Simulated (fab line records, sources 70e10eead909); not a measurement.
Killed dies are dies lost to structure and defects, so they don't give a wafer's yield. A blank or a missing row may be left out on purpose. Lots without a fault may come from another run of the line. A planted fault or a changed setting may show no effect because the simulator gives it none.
Chamber matching | flow nand_harc | NHARC_A_CHANNEL_FILL_D1_ALD_14 on ald_hk-01: 4 sister chambers
The step deposits SiO2, target thk 2.5 nm, pulse time 10 s, ald cycles 25. 8 wafers are shown with their chamber, then 11 later ones without.

WAFERS WITH THEIR CHAMBER
wafer  | chamber | heater_power_w (W) | precursor_pulse_height_rel
L079.1 | 0       | 388                | 0.962
L082.1 | 1       | 473                | 0.979
L082.3 | 2       | 442                | 1.018
L082.5 | 3       | 423                | 1.031
L085.1 | 1       | 478                | 1.017
L085.2 | 3       | 438                | 1.051
L085.4 | 2       | 416                | 0.975
L085.3 | 0       | 384                | 0.997

WAFERS WITHOUT THEIR CHAMBER
wafer  | heater_power_w (W) | precursor_pulse_height_rel
L085.5 | 445                | 0.998
L085.6 | 416                | 0.992
L090.1 | 422                | 1.013
L090.2 | 464                | 0.984
L090.5 | 412                | 0.993
L096.2 | 475                | 0.976
L096.4 | 441                | 1.016
L096.6 | 421                | 1.050
L096.1 | 396                | 0.988
L096.3 | 427                | 1.005
L096.5 | 477                | 0.985

WHICH CHAMBER EACH WENT THROUGH
wafer  | from the rows above          | in truth
L085.5 | can't be placed: 2 or 3 or 1 | 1
L085.6 | can't be placed: 2 or 3 or 0 | 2
L090.1 | can't be placed: 2 or 3      | 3
L090.2 | 1                            | 1
L090.5 | can't be placed: 2 or 0 or 3 | 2
L096.2 | 1                            | 1
L096.4 | can't be placed: 2 or 3 or 1 | 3
L096.6 | can't be placed: 3 or 2      | 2
L096.1 | 0                            | 0
L096.3 | can't be placed: 2 or 3      | 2
L096.5 | 1                            | 1
Placed correctly: 4 of 11. Can't be placed from these rows: 7 (the true chamber is among the candidates in 7). Placed wrongly: 0.
How it was worked out, from the rows above alone: a wafer's distance from a chamber is the root of the sum, over the readings, of the square of ((its reading less the chamber's mean) divided by the reading's scatter). The wafer belongs to the nearest chamber; if the next one is less than 2 further off, it can't be placed. A chamber's mean is the mean of its shown wafers. The scatter: the root of (the sum of the squares of (reading less its chamber's mean) over the shown wafers, divided by (wafers less chambers)).
